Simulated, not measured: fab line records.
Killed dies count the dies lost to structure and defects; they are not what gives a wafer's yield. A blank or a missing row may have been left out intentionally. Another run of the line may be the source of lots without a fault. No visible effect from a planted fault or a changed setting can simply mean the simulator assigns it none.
Comparing a struck lot with a sound one    flow n5_finfet    37 out of 1938 route steps
Sound: wafers L919.4, L919.5, L919.6. Struck: wafers L934.2, L934.3, L934.4. The cause is named last.
At each step with rows: each side's tool, then ch and its chambers, then its first start. Under that, the readings that differ: sound wafers    struck wafers    difference of the means    sigmas: that difference in standard deviations of wafers without a fault.
alike: words and numbers the same on both sides, and readings whose means are apart by under 2 such deviations; not compared: readings that were withheld, readings missing a value for some wafer, numbers with overlapping values and no deviation given by the record, and bounds like >300 which may hide the same value.
The two part at a step that has a row with sigmas, a row that says differs or no value, or rows on one side only. When numbers do not overlap yet have no deviation, they are printed without sigmas and do not part them. A reading missing from all wafers of one side parts the sides only when that side holds two or more wafers.

first, 9 steps without rows for these wafers: N5_SDB_EBR_07; N5_SDB_SOFTBAKE_06 (time 60 s); N5_SDB_EXPOSE_08 (exposes mask SDB); N5_SDB_PEB_09 (peb time 60 s); N5_SDB_DEVELOP_10 (develop time 30 s); N5_SDB_DESCUM_16 (chemistry O2, time 7.9 s); N5_SDB_ETCH_17 (etches SiARC in CF4, target depth 23.4 nm, time 39 s); N5_SDB_ETCH_18 (etches SOC in N2/H2, target depth 100 nm, overetch 20 nm, time 150 s); N5_SDB_STRIP_19 (strips in N2/H2).
N5_SDB_STRIP_21: strips in CF4.
  sound on rie_diel-02 ch 1,2,3, day 5 10:43; struck on rie_diel-06 ch 1,2,3, day 9 03:46
  alike: chamber_pressure_mTorr, drypump_motor_current_A, oes_product_au, rf_fwd_power_W, rf_vpp_V, showerhead_plenum_p_Torr, throttle_valve_pct
  not compared: rf_hours_counter_h
then, 26 steps without rows for these wafers: N5_SDB_HM_OPEN_20 (chemistry CH3F/O2, target SiNx, stops on poly-Si, target depth 24 nm); N5_SDB_STRIP_22 (strips in N2/H2); N5_SDB_PRECLEAN_23 (cleans in dHF, time 30 s); N5_SDB_DUMMY_REMOVE_24 (chemistry TMAH, target poly-Si, stops on SiO2, target depth 142 nm, time 57 s, rinse time 30 s); N5_SDB_ETCH_25 (etches SiO2 in C4F6/O2, target depth 10 nm, time 3.3 s); N5_SDB_CUT_ETCH_26 (etches Si in HBr/Cl2/O2, target depth 129.6 nm, bt time 20 s, time 51.8 s); N5_SDB_PRECLEAN_38 (cleans in dHF, time 10 s); N5_SDB_PRECLEAN_39 (cleans in O3/DIW, time 45 s); N5_SDB_SRD_28 (time 30 s); N5_SDB_ALD_29 (deposits SiNx, target thk 30 nm, pulse time 1 s, ald cycles 600); N5_SDB_CMP_30 (polishes, stops on poly-Si, t overpolish 1.54 s, target thk 30 nm); N5_DUMMY_REMOVAL_HM_STRIP_01 (strips SiNx in CH3F/O2, stops on poly-Si, target depth 4 nm, time 6.8 s); N5_DUMMY_REMOVAL_STRIP_10 (strips in N2/H2, time 40 s); N5_DUMMY_REMOVAL_PRECLEAN_07 (cleans in dHF, time 30 s); N5_DUMMY_REMOVAL_DUMMY_REMOVE_02 (chemistry TMAH, target poly-Si, stops on SiO2, target depth 142 nm, time 57 s, rinse time 30 s); N5_DUMMY_REMOVAL_PRECLEAN_08 (cleans in NF3:NH3, afs cycles 2, time 20 s, sublimation time 60 s); N5_DUMMY_REMOVAL_PRECLEAN_04 (cleans in DHF, time 37 s); N5_DUMMY_REMOVAL_SRD_05 (time 30 s); N5_HKMG_FIN_IL_REGROW_00 (material SiO2, chemistry O3, target thk 0.75 nm, time 30 s); N5_HKMG_FIN_HK_ALD_01 (deposits HfO2, target thk 1.6 nm, pulse time 3 s, purge time 3 s); N5_HKMG_FIN_HK_ANNEAL_02 (time 30 s); N5_HKMG_FIN_ALD_74 (deposits La2O3, target thk 0.5 nm, pulse time 6 s, co reactant pulse time 1 s); N5_HKMG_FIN_ALD_75 (deposits Al2O3, target thk 1 nm, co reactant pulse time 1 s); N5_HKMG_FIN_COAT_41 (time 60 s, resist thk 300 nm); N5_HKMG_FIN_COAT_42 (time 60 s, resist thk 35 nm); N5_HKMG_FIN_COAT_43 (resist thk 90 nm).
-- a jump in the record: the struck wafers' starts before and after are 9 days apart (it breaks off in module HKMG_FIN and resumes in module PASSIVATION, where the first step shown is number 1936 of the route) --
N5_PASSIVATION_PROBE_49:
  sound: prober-02 at day 14 01:34; struck: prober-01 at day 18 13:55
reading                   sound           struck          difference  sigmas
defect_limited_yield (%)  88.8 90.0 89.6  79.8 85.9 84.7  -6.0        -4
killed_at_front_end       70 45 37        191 78 93       +70         +6
killed_dies               132 118 123     238 166 180     +70         +4
sort_bin_5_function (%)   6.1 5.2 5.0     11.8 9.2 8.5    +4.4        +4
sort_n_pass               1048 1062 1057  942 1014 1000   -70         -4
sort_yield_pct (%)        88.8 90.0 89.6  79.8 85.9 84.7  -6.0        -4
  alike: killed_at_M0_to_M3, killed_at_M4_up, killed_at_contacts, killed_at_other, killed_on_rim, killed_open, killed_short, sort_bin_6_memory

== WHERE THEY PART ==
At N5_PASSIVATION_PROBE_49 and nowhere else, as far as this record goes.

WHY: the cause the simulator had injected
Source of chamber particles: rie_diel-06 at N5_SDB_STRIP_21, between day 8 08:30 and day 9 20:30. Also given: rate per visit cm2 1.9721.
